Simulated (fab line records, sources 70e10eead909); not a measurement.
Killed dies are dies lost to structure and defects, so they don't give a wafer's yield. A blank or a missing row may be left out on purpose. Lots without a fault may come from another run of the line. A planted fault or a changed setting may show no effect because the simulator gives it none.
Chamber matching | flow nand_harc | NHARC_A_STAIRCASE_ETCHBACK_157 on rie_diel-04: 4 sister chambers
The step etches the open film in CH3F/O2, target depth 90 nm, time 167.14 s. 16 wafers are shown with their chamber, then 8 later ones without.

WAFERS WITH THEIR CHAMBER
wafer  | chamber | showerhead_plenum_p_Torr (Torr) | drypump_motor_current_A (A) | rf_vpp_V (V)
L078.3 | 0       | 2.40                            | 5.3                         | 243.6
L078.4 | 3       | 2.59                            | 6.0                         | 246.5
L078.6 | 0       | 2.40                            | 5.3                         | 243.2
L079.1 | 1       | 2.64                            | 6.0                         | 245.0
L079.4 | 2       | 2.64                            | 6.3                         | 247.4
L079.5 | 1       | 2.64                            | 6.0                         | 247.7
L080.2 | 0       | 2.40                            | 5.3                         | 243.4
L080.4 | 2       | 2.64                            | 6.3                         | 246.1
L080.6 | 2       | 2.64                            | 6.3                         | 246.8
L083.1 | 2       | 2.64                            | 6.3                         | 246.6
L083.2 | 1       | 2.64                            | 6.0                         | 247.2
L083.3 | 0       | 2.40                            | 5.3                         | 244.4
L082.3 | 0       | 2.40                            | 5.4                         | 242.8
L082.5 | 1       | 2.64                            | 6.0                         | 245.4
L082.6 | 0       | 2.40                            | 5.3                         | 243.5
L086.2 | 1       | 2.63                            | 6.0                         | 246.3

SIGNATURES (means of the wafers above)
reading                  | chamber 0 | chamber 1 | chamber 2 | chamber 3 | scatter within a chamber
showerhead_plenum_p_Torr | 2.4000    | 2.6380    | 2.6400    | 2.5900    | 0.00258
drypump_motor_current_A  | 5.317     | 6.000     | 6.300     | 6.000     | 0.0264
rf_vpp_V                 | 243.483   | 246.320   | 246.725   | 246.500   | 0.793
Rule: a wafer's distance from a chamber is the root of the sum, over the readings, of the square of ((its reading less the chamber's mean) divided by the reading's scatter). The wafer belongs to the nearest chamber; if the next one is less than 2 further off, it can't be placed. The scatter: the root of (the sum of the squares of (reading less its chamber's mean) over the shown wafers, divided by (wafers less chambers)).

WAFERS WITHOUT THEIR CHAMBER
wafer  | showerhead_plenum_p_Torr (Torr) | drypump_motor_current_A (A) | rf_vpp_V (V)
L086.5 | 2.63                            | 6.3                         | 245.5
L086.6 | 2.64                            | 6.1                         | 246.7
L092.3 | 2.62                            | 6.3                         | 245.4
L092.4 | 2.62                            | 6.0                         | 245.8
L092.5 | 2.38                            | 5.3                         | 241.8
L094.4 | 2.57                            | 6.1                         | 245.4
L094.5 | 2.57                            | 6.1                         | 246.3
L094.6 | 2.38                            | 5.3                         | 243.9

WHICH CHAMBER EACH WENT THROUGH
wafer  | from the rows above | in truth
L086.5 | 2                   | 2
L086.6 | 1                   | 1
L092.3 | 2                   | 2
L092.4 | 1                   | 1
L092.5 | 0                   | 0
L094.4 | 3                   | 3
L094.5 | 3                   | 3
L094.6 | 0                   | 0
Placed correctly: 8 of 8. Can't be placed from these rows: 0. Placed wrongly: 0.
